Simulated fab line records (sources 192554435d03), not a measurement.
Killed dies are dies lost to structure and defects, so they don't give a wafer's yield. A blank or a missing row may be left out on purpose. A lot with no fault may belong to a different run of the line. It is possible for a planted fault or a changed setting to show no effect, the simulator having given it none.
Chamber matching | flow n5_finfet | 4 sister chambers for N5_BEOL_M7_ETCH_66 on rie_diel-03
The step etches SOC in N2/H2, target depth 80 nm, overetch 16 nm, time 120 s. 4 wafers are shown with their chamber, then 8 later ones without.

== WAFERS WITH THEIR CHAMBER ==
wafer  | chamber | drypump_motor_current_A (A)
L463.4 | 1       | 6.1
L463.5 | 0       | 5.1
L463.6 | 3       | 6.4
L471.2 | 2       | 5.5

== WAFERS WITH NO CHAMBER GIVEN ==
wafer  | drypump_motor_current_A (A)
L471.4 | 5.5
L471.6 | 6.1
L472.2 | 6.1
L472.3 | 5.5
L472.5 | 5.5
L477.2 | 5.1
L477.3 | 5.5
L477.4 | 6.5

== EACH ONE'S CHAMBER ==
wafer  | from the rows above | in truth
L471.4 | 2                   | 2
L471.6 | 1                   | 1
L472.2 | 1                   | 1
L472.3 | 2                   | 2
L472.5 | 2                   | 2
L477.2 | 0                   | 0
L477.3 | 2                   | 2
L477.4 | 3                   | 3
Correctly placed: 8 of 8. Can't be placed from these rows: 0. Wrongly placed: 0.
How it was worked out, from the rows above alone: a wafer's distance from a chamber is the root of the sum, over the readings, of the square of ((its reading less the chamber's mean) divided by the reading's scatter). The wafer belongs to the nearest chamber; if the next one is less than 2 further off, it can't be placed. A chamber's mean is the mean of its shown wafers. The scatter (one wafer shown for each chamber): square how far every hidden wafer sits from the nearest shown wafer, average those squares and take the square root.
